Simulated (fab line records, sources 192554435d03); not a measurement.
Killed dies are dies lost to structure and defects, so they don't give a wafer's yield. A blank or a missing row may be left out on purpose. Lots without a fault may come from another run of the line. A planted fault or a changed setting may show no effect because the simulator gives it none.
Chamber matching | flow n5_finfet | N5_GATE_CUT_CMP_43 on cmp-02: 4 sister chambers
The step polishes SiO2. 8 wafers are shown with their chamber, then 7 later ones without.

WAFERS WITH THEIR CHAMBER
wafer  | chamber | motor_current_A (A) | slurry_filter_dp_kPa (kPa)
L084.1 | 1       | 12.6                | 13.37
L086.1 | 0       | 10.7                | 13.81
L086.4 | 1       | 12.3                | 13.64
L087.2 | 2       | 13.2                | 13.43
L087.4 | 3       | 11.3                | 13.40
L087.6 | 2       | 12.9                | 13.41
L093.3 | 3       | 11.2                | 13.68
L093.4 | 0       | 11.0                | 13.90

WAFERS WITHOUT THEIR CHAMBER
wafer  | motor_current_A (A) | slurry_filter_dp_kPa (kPa)
L093.5 | 13.7                | 13.35
L094.1 | 11.0                | 13.43
L094.2 | 12.6                | 13.60
L094.5 | 13.0                | 13.28
L097.2 | 11.4                | 13.48
L097.3 | 13.1                | 13.68
L097.4 | 13.3                | 13.41

WHICH CHAMBER EACH WENT THROUGH
wafer  | from the rows above     | in truth
L093.5 | 2                       | 2
L094.1 | can't be placed: 3 or 0 | 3
L094.2 | can't be placed: 1 or 2 | 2
L094.5 | 2                       | 2
L097.2 | 3                       | 3
L097.3 | can't be placed: 2 or 1 | 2
L097.4 | 2                       | 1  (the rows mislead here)
Placed correctly: 3 of 7. Can't be placed from these rows: 3 (the true chamber is among the candidates in 3). Placed wrongly: 1.
How it was worked out, from the rows above alone: a wafer's distance from a chamber is the root of the sum, over the readings, of the square of ((its reading less the chamber's mean) divided by the reading's scatter). The wafer belongs to the nearest chamber; if the next one is less than 2 further off, it can't be placed. A chamber's mean is the mean of its shown wafers. The scatter: the root of (the sum of the squares of (reading less its chamber's mean) over the shown wafers, divided by (wafers less chambers)).
